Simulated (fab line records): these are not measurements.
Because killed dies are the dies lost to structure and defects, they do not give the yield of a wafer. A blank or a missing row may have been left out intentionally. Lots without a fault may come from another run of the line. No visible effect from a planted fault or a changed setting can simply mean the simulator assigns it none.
What tool caused it?    flow nand_harc    15 lots with 45 wafers sampled at 4 steps, on a route of 1302 steps

WHAT THE GAUGES SHOWED, per wafer
The record lacks any reading of a measuring or inspecting step that a usual standard deviation could be used to judge.

WHAT TOOL EACH LOT RAN ON (gives the tool, then ch and the chambers of the sampled wafers, and finally the start)
lot   NHARC_A_CHANNEL_HOLE_D2_ETCH_22   NHARC_A_CHANNEL_HOLE_D2_ETCH_44     NHARC_A_CHANNEL_FILL_D2_CVD_18    NHARC_A_CHANNEL_FILL_D2_STRIP_29
L903  har_etch-01 ch 0,1, day 13 03:31  rie_diel-04 ch 0,3, day 13 07:23    lpcvd_poly-02 ch 0, day 14 12:01  rie_diel-02 ch 0,1,2, no start
L904  har_etch-02 ch 0,1, day 13 10:47  rie_diel-04 ch 0,3, day 13 14:28    lpcvd_poly-03 ch 0, day 14 17:15  rie_diel-10 ch 0,1,3, no start
L905  har_etch-02 ch 0,1, day 14 02:33  rie_diel-03 ch 0,1,2, day 14 06:14  lpcvd_poly-03 ch 0, day 15 05:28  rie_diel-13 ch 0,2,3, no start
L907  har_etch-02 ch 0,1, day 15 00:44  rie_diel-04 ch 1,2,3, day 15 04:27  lpcvd_poly-03 ch 0, day 16 03:34  rie_diel-02 ch 1,2,3, no start
L906  har_etch-01 ch 0,1, day 15 01:14  rie_diel-03 ch 0,2,3, day 15 05:07  lpcvd_poly-03 ch 0, day 16 03:34  rie_diel-13 ch 0,1,2, no start
L910  har_etch-01 ch 0,1, day 16 01:12  rie_diel-04 ch 1,2,3, day 16 04:59  lpcvd_poly-02 ch 0, day 17 04:38  rie_diel-10 ch 0,2, day 18 00:35
L912  har_etch-01 ch 0,1, day 16 17:11  rie_diel-04 ch 0,2,3, day 16 21:04  lpcvd_poly-04 ch 0, day 17 19:53  rie_diel-02 ch 0,1,3, no start
L911  har_etch-01 ch 0,1, day 16 21:33  rie_diel-04 ch 0,1,2, day 17 01:14  lpcvd_poly-02 ch 0, day 18 02:30  rie_diel-02 ch 1,2, no start
L914  har_etch-01 ch 0,1, day 17 19:30  rie_diel-03 ch 0,1,3, day 17 23:16  lpcvd_poly-02 ch 0, day 19 01:03  rie_diel-02 ch 1,2,3, no start
L916  har_etch-01 ch 0,1, day 19 05:10  rie_diel-12 ch 0,2,3, day 19 09:01  lpcvd_poly-02 ch 0, day 20 08:24  rie_diel-02 ch 0,2,3, day 21 04:17
L919  har_etch-02 ch 0,1, day 20 00:06  rie_diel-04 ch 2,3, day 20 03:58    lpcvd_poly-04, day 21 03:20       rie_diel-10 ch 0,2,3, no start
L920  har_etch-02 ch 0, day 20 10:40    rie_diel-04 ch 1,2, day 20 14:32    lpcvd_poly-03, day 21 18:26       rie_diel-10 ch 0,2, no start
L921  har_etch-02 ch 0,1, day 20 20:49  rie_diel-12 ch 0,1,3, day 21 00:41  lpcvd_poly-04, day 22 02:31       rie_diel-10 ch 1,2,3, no start
L925  har_etch-02 ch 0,1, day 22 03:05  rie_diel-12 ch 0,3, day 22 06:47    lpcvd_poly-04 ch 0, day 23 06:32  rie_diel-02 ch 1,2,3, no start
L926  har_etch-02 ch 0,1, day 23 09:45  rie_diel-04 ch 0,2,3, day 23 13:31  lpcvd_poly-02 ch 0, day 24 12:43  rie_diel-13 ch 0,2,3, no start
- NHARC_A_CHANNEL_HOLE_D2_ETCH_22: etches the open film in C4F8/O2/Ar, time 666.7 s, target depth 1600 nm.
- NHARC_A_CHANNEL_HOLE_D2_ETCH_44: etches the open film in CF4/O2, target depth 140 nm, overetch 14 nm, time 77 s.
- NHARC_A_CHANNEL_FILL_D2_CVD_18: deposits poly-Si, target thk 3 nm.
- NHARC_A_CHANNEL_FILL_D2_STRIP_29: strips in O2, time 20 s.

AS READ BY THE TOOLS THEMSELVES (means over the sampled wafers that have a number; for cases with no such wafer, the mark the record gives instead)
NHARC_A_CHANNEL_HOLE_D2_ETCH_22. Usual: drypump_motor_current_A 5.7 A, standard deviation 0.4; o2_flow_sccm 35.72 sccm, standard deviation 0.12; showerhead_plenum_p_Torr 3.65 Torr, standard deviation 0.14; throttle_valve_pct 32.155 %, standard deviation 0.0088.
lot   tool         drypump_motor_current_A (A)  o2_flow_sccm (sccm)  showerhead_plenum_p_Torr (Torr)  throttle_valve_pct (%)  flag
L903  har_etch-01  5.5                          35.72                3.63                             32.160                  
L904  har_etch-02  5.7                          35.69                3.62                             32.155                  
L905  har_etch-02  5.7                          35.74                3.55                             32.159                  
L907  har_etch-02  5.8                          35.76                3.54                             32.158                  
L906  har_etch-01  6.0                          35.78                3.57                             32.159                  
L910  har_etch-01  5.5                          35.79                3.61                             32.148                  
L912  har_etch-01  6.0                          35.76                3.56                             32.156                  
L911  har_etch-01  5.9                          35.71                3.56                             32.153                  
L914  har_etch-01  5.5                          35.67                3.59                             32.157                  
L916  har_etch-01  6.0                          35.79                3.54                             32.154                  
L919  har_etch-02  5.8                          35.72                3.83                             32.152                  
L920  har_etch-02  5.7                          35.68                3.64                             32.151                  
L921  har_etch-02  5.7                          35.66                3.73                             32.155                  
L925  har_etch-02  5.8                          35.67                3.81                             32.153                  
L926  har_etch-02  5.8                          35.67                3.80                             32.160                  

NHARC_A_CHANNEL_HOLE_D2_ETCH_44. Usual: bias_w 100.02 W (standard deviation 0.3); drypump_motor_current_A 5.8 A (standard deviation 0.41); o2_flow_sccm 20.00 sccm (standard deviation 0.065); oes_product_au 0.997 a.u. (standard deviation 0.0068); rf_vpp_V 197.0 V (standard deviation 0.89); showerhead_plenum_p_Torr 1.30 Torr (standard deviation 0.034); throttle_valve_pct 13.398 % (standard deviation 0.01).
lot   tool         bias_w (W)  drypump_motor_current_A (A)  o2_flow_sccm (sccm)  oes_product_au (a.u.)  rf_vpp_V (V)  showerhead_plenum_p_Torr (Torr)  throttle_valve_pct (%)  flag
L903  rie_diel-04  99.88       5.8                          19.96                1.000                  196.9         1.27                             13.401                  
L904  rie_diel-04  100.29      5.6                          19.96                0.991                  196.5         1.28                             13.408                  
L905  rie_diel-03  100.11      6.1                          20.01                0.994                  197.0         1.31                             13.403                  
L907  rie_diel-04  99.81       5.6                          20.08                1.005                  196.2         1.29                             13.410                  
L906  rie_diel-03  100.16      5.9                          20.04                0.991                  197.2         1.28                             13.390                  
L910  rie_diel-04  99.82       5.7                          19.93                1.000                  196.7         1.29                             13.402                  
L912  rie_diel-04  100.01      5.7                          20.04                0.997                  196.8         1.28                             13.398                  
L911  rie_diel-04  100.10      5.8                          20.05                0.991                  197.0         1.29                             13.396                  
L914  rie_diel-03  99.93       6.2                          19.96                0.999                  197.3         1.30                             13.398                  
L916  rie_diel-12  99.85       5.7                          19.98                0.996                  197.6         1.35                             13.404                  
L919  rie_diel-04  100.06      5.5                          20.00                0.997                  197.3         1.28                             13.390                  
L920  rie_diel-04  100.15      5.8                          19.96                0.995                  197.2         1.29                             13.398                  
L921  rie_diel-12  99.76       5.6                          20.05                0.998                  197.3         1.34                             13.400                  
L925  rie_diel-12  100.19      5.5                          19.98                0.995                  197.5         1.33                             13.399                  
L926  rie_diel-04  99.77       5.7                          20.01                1.003                  196.8         1.28                             13.397                  

NHARC_A_CHANNEL_FILL_D2_CVD_18. Usual: spike_tc_bottom_C 570.5 C, standard deviation 1.1; spike_tc_centre_C 550.4 C, standard deviation 1.3.
lot   tool           spike_tc_bottom_C (C)  spike_tc_centre_C (C)  flag
L903  lpcvd_poly-02  570.2                  551.4                  
L904  lpcvd_poly-03  571.2                  550.7                  
L905  lpcvd_poly-03  571.6                  551.1                  
L907  lpcvd_poly-03  571.9                  550.0                  
L906  lpcvd_poly-03  570.8                  551.5                  
L910  lpcvd_poly-02  570.3                  551.2                  
L912  lpcvd_poly-04  569.9                  549.0                  
L911  lpcvd_poly-02  571.1                  551.7                  
L914  lpcvd_poly-02  571.7                  550.9                  
L916  lpcvd_poly-02  570.9                  551.1                  
L919  lpcvd_poly-04  -                      -                      OFF
L920  lpcvd_poly-03  -                      -                      OFF
L921  lpcvd_poly-04  -                      -                      OFF
L925  lpcvd_poly-04  570.4                  548.7                  
L926  lpcvd_poly-02  570.2                  550.8                  

NHARC_A_CHANNEL_FILL_D2_STRIP_29. Usual: drypump_motor_current_A 5.9 A, standard deviation 0.56; o2_flow_sccm 499.8 sccm, standard deviation 1.7; oes_product_au 1.000 a.u., standard deviation 0.0083; rf_vpp_V 57.8 V, standard deviation 0.94; showerhead_plenum_p_Torr 3.53 Torr, standard deviation 0.15; throttle_valve_pct 17.037 %, standard deviation 0.0084.
lot   tool         drypump_motor_current_A (A)  o2_flow_sccm (sccm)  oes_product_au (a.u.)  rf_vpp_V (V)  showerhead_plenum_p_Torr (Torr)  throttle_valve_pct (%)  flag
L903  rie_diel-02  6.0                          499.5                0.997                  57.2          3.57                             17.035                  
L904  rie_diel-10  6.0                          499.6                1.006                  57.6          3.54                             17.038                  
L905  rie_diel-13  5.7                          500.4                0.997                  57.6          3.56                             17.036                  
L907  rie_diel-02  5.9                          499.2                1.002                  57.3          3.48                             17.033                  
L906  rie_diel-13  5.7                          500.4                0.999                  57.9          3.53                             17.032                  
L910  rie_diel-10  6.2                          498.1                0.999                  58.3          3.69                             17.039                  
L912  rie_diel-02  6.1                          499.8                1.008                  57.7          3.55                             17.033                  
L911  rie_diel-02  6.3                          499.1                1.000                  58.4          3.60                             17.032                  
L914  rie_diel-02  5.9                          498.0                1.001                  57.9          3.48                             17.042                  
L916  rie_diel-02  5.6                          499.4                0.999                  57.0          3.45                             17.043                  
L919  rie_diel-10  6.4                          500.1                0.999                  57.9          3.55                             17.042                  
L920  rie_diel-10  6.2                          497.7                1.007                  57.9          3.58                             17.035                  
L921  rie_diel-10  6.0                          500.6                0.998                  58.3          3.64                             17.026                  
L925  rie_diel-02  5.9                          499.5                0.994                  57.0          3.48                             17.031                  
L926  rie_diel-13  5.7                          501.3                1.000                  57.4          3.55                             17.036                  

THE ANSWER, worked out from the rows above alone
Rule: lot off if the mean of its wafers having a number is beyond 3 standard deviations from the usual mean. Also off: a lot with no number at a reading for which 4 or more lots have one. Where the step has rows for the other lots, those lots are counted as sound. After the gauges, taken in route order, come the tools' own readings; for these a lot's mean is taken, as printed above. The first step at which some lot is off is used, and at that step the reading that is off furthest; a lot without a number counts as furthest.
Off: L919, L920, L921, at NHARC_A_CHANNEL_FILL_D2_CVD_18 (spike_tc_bottom_C). Without a number there: L919, L920, L921.
A tool fits if, at that step or a process step before it, it ran every lot that is off, and no sound lot after the first of them. None of those tried fits.

WHAT THE SIMULATOR HAD INSERTED
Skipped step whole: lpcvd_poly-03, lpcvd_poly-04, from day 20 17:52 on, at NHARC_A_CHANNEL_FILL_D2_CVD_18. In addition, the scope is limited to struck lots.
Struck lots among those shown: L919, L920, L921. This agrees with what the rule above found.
